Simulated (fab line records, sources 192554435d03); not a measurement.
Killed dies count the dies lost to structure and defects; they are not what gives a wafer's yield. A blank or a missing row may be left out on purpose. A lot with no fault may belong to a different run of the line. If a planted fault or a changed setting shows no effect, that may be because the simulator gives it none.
Chamber matching    flow n5 finfet    4 sister chambers for N5_BEOL_M2_DESCUM_33 on rie diel-05
The step chemistry O2, time 7 s. 24 wafers are shown with their chamber, then 12 later ones without.

## WAFERS, EACH WITH ITS CHAMBER
wafer   chamber  drypump motor current A (A)  throttle valve pct (%)  oes product au (a.u.)
L074.2  1        5.8                          20.55                   0.89
L074.3  2        6.7                          20.81                   0.73
L074.4  3        5.0                          20.21                   0.98
L078.2  1        5.8                          20.55                   0.88
L078.3  3        5.0                          20.21                   0.96
L078.4  2        6.7                          20.82                   0.73
L077.3  2        6.7                          20.81                   0.73
L077.5  1        5.8                          20.56                   0.87
L077.6  0        5.1                          20.30                   0.87
L079.1  3        5.0                          20.22                   0.96
L079.2  2        6.7                          20.82                   0.72
L079.6  0        5.1                          20.32                   0.88
L080.1  2        6.8                          20.83                   0.72
L080.3  0        5.1                          20.30                   0.88
L080.4  1        5.8                          20.56                   0.87
L083.1  1        5.8                          20.57                   0.86
L083.4  3        5.0                          20.23                   0.94
L083.5  1        5.8                          20.56                   0.86
L084.2  2        6.7                          20.84                   0.72
L084.3  3        5.0                          20.22                   0.94
L084.6  1        5.8                          20.56                   0.85
L085.2  0        5.1                          20.33                   0.86
L085.4  2        6.7                          20.85                   0.72
L085.5  3        5.0                          20.23                   0.94

SIGNATURES, as means of the wafers listed above
reading                  chamber 0  chamber 1  chamber 2  chamber 3  scatter within a chamber
drypump motor current A  5.100      5.800      6.714      5.000      0.0207
throttle valve pct       20.3125    20.5586    20.8257    20.2200    0.0117
oes product au           0.8725     0.8686     0.7243     0.9533     0.012
Rule: for a wafer and a chamber, the distance is found by dividing, reading by reading, the gap between the wafer's reading and the chamber's mean by the reading's scatter, squaring, summing and taking the root. If the next closest chamber is less than 2 further off than the closest, the wafer can't be placed; otherwise it belongs to the closest. The scatter: the root of (the sum of the squares of (reading less its chamber's mean) over the shown wafers, divided by (wafers less chambers)).

## WAFERS WHOSE CHAMBER IS MISSING
wafer   drypump motor current A (A)  throttle valve pct (%)  oes product au (a.u.)
L087.3  5.8                          20.57                   0.84
L087.5  5.1                          20.32                   0.85
L087.6  4.9                          20.24                   0.93
L089.1  5.8                          20.57                   0.84
L089.2  6.7                          20.86                   0.72
L089.3  5.0                          20.23                   0.92
L096.4  5.1                          20.35                   0.82
L096.5  5.1                          20.35                   0.82
L096.6  5.8                          20.59                   0.82
L097.2  6.7                          20.88                   0.69
L097.4  5.8                          20.61                   0.81
L097.6  5.0                          20.28                   0.88

## WHICH CHAMBER EACH ONE RAN IN
wafer    from the rows above   in truth
L087.3   1                     1
L087.5   0                     0
L087.6   3                     3
L089.1   1                     1
L089.2   2                     2
L089.3   3                     3
L096.4   0                     0
L096.5   0                     0
L096.6   1                     1
L097.2   2                     2
L097.4   1                     1
L097.6   0                     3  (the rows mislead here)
11 of 12 placed correctly. From these rows, 0 cannot be placed. Placed wrongly: 1.
